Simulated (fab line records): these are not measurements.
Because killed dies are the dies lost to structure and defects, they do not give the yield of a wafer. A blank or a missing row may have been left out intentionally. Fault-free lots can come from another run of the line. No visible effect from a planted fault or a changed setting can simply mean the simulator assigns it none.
Matching of chambers ; flow nand harc ; ald hk-02 running NHARC_A_STAIRCASE_ALD_420: 4 sister chambers
The step deposits SiO2, target thk 20 nm, pulse time 6 s, ald cycles 200. 8 wafers are shown with their chamber, then 9 later ones without.

EACH WAFER AND ITS CHAMBER
wafer;chamber;heater power w (W);precursor pulse height rel
L077.4;3;424;1.034
L078.1;3;421;0.975
L081.3;2;473;1.025
L085.4;1;506;0.995
L085.5;0;509;0.993
L089.1;1;506;1.004
L089.4;2;473;0.973
L089.5;0;518;1.007

WAFERS MISSING THEIR CHAMBER
wafer;heater power w (W);precursor pulse height rel
L090.2;477;0.996
L090.3;516;0.999
L090.6;415;1.036
L094.1;512;1.004
L094.2;427;1.036
L094.5;489;0.990
L096.2;515;1.009
L096.3;471;0.987
L096.4;475;0.981

THE CHAMBER EACH PASSED THROUGH
wafer;from the rows above;in truth
L090.2;2;2
L090.3;0;0
L090.6;3;3
L094.1;can't be placed: 0 or 1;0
L094.2;3;3
L094.5;can't be placed: 2 or 1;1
L096.2;0;0
L096.3;2;2
L096.4;2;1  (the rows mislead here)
Correct placement for 6 of the 9. Can't be placed from these rows: 2 (the true chamber is among the candidates in 2). Placed wrongly: 1.
How it was worked out, from the rows above alone: a wafer's distance from a chamber is the root of the sum, over the readings, of the square of ((its reading less the chamber's mean) divided by the reading's scatter). If the next closest chamber is less than 2 further off than the closest, the wafer can't be placed; otherwise it belongs to the closest. Each chamber's mean is taken over the wafers shown for it. The scatter: take each reading less its chamber's mean, square it, sum over the shown wafers, divide by the number of wafers less the number of chambers, and take the root.
